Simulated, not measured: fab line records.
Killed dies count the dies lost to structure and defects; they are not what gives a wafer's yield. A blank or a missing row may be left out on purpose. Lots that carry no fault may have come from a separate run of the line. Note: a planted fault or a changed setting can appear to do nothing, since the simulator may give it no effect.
Chamber matching	flow nandHarc	rieDiel-02 running NHARC_A_CHANNEL_HOLE_D1_ETCH_44: 4 sister chambers
The step etches the open film in CF4/O2, target depth 140 nm, overetch 14 nm, time 77 s. 8 wafers are shown with their chamber, then 8 later ones without.

WAFERS WITH THEIR CHAMBER
wafer	chamber	o2FlowSccm (sccm)	oesProductAu (a.u.)
L767.5	3	20.00	0.981
L774.4	0	19.90	1.008
L774.6	0	19.92	1.006
L775.1	3	19.98	1.000
L776.1	2	20.10	0.976
L776.2	1	20.02	1.026
L776.6	2	19.98	0.980
L782.1	1	19.98	1.037

WAFERS WITHOUT THEIR CHAMBER
wafer	o2FlowSccm (sccm)	oesProductAu (a.u.)
L782.3	19.97	0.988
L782.6	20.07	1.026
L783.1	19.99	0.982
L783.4	20.07	1.015
L783.5	19.95	0.972
L785.2	20.05	1.001
L785.4	20.04	0.978
L785.5	19.96	0.997

CHAMBER TAKEN BY EACH
wafer	from the rows above	in truth
L782.3	can't be placed: 3 or 2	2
L782.6	1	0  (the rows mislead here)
L783.1	can't be placed: 3 or 2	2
L783.4	can't be placed: 1 or 3 or 0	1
L783.5	can't be placed: 2 or 3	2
L785.2	can't be placed: 3 or 2 or 0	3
L785.4	can't be placed: 2 or 3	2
L785.5	can't be placed: 3 or 0 or 2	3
Correctly placed: 0 of 8. From these rows, 7 cannot be placed; in 7 the true chamber is one of the candidates. Placed wrongly: 1.
How it was worked out, from the rows above alone: a wafer's distance from a chamber is the root of the sum, over the readings, of the square of ((its reading less the chamber's mean) divided by the reading's scatter). The wafer belongs to the nearest chamber; if the next one is less than 2 further off, it can't be placed. A chamber's mean is the mean of its shown wafers. The scatter is the square root of a quotient: the sum, over the shown wafers, of each reading's squared deviation from its chamber's mean, divided by wafers minus chambers.
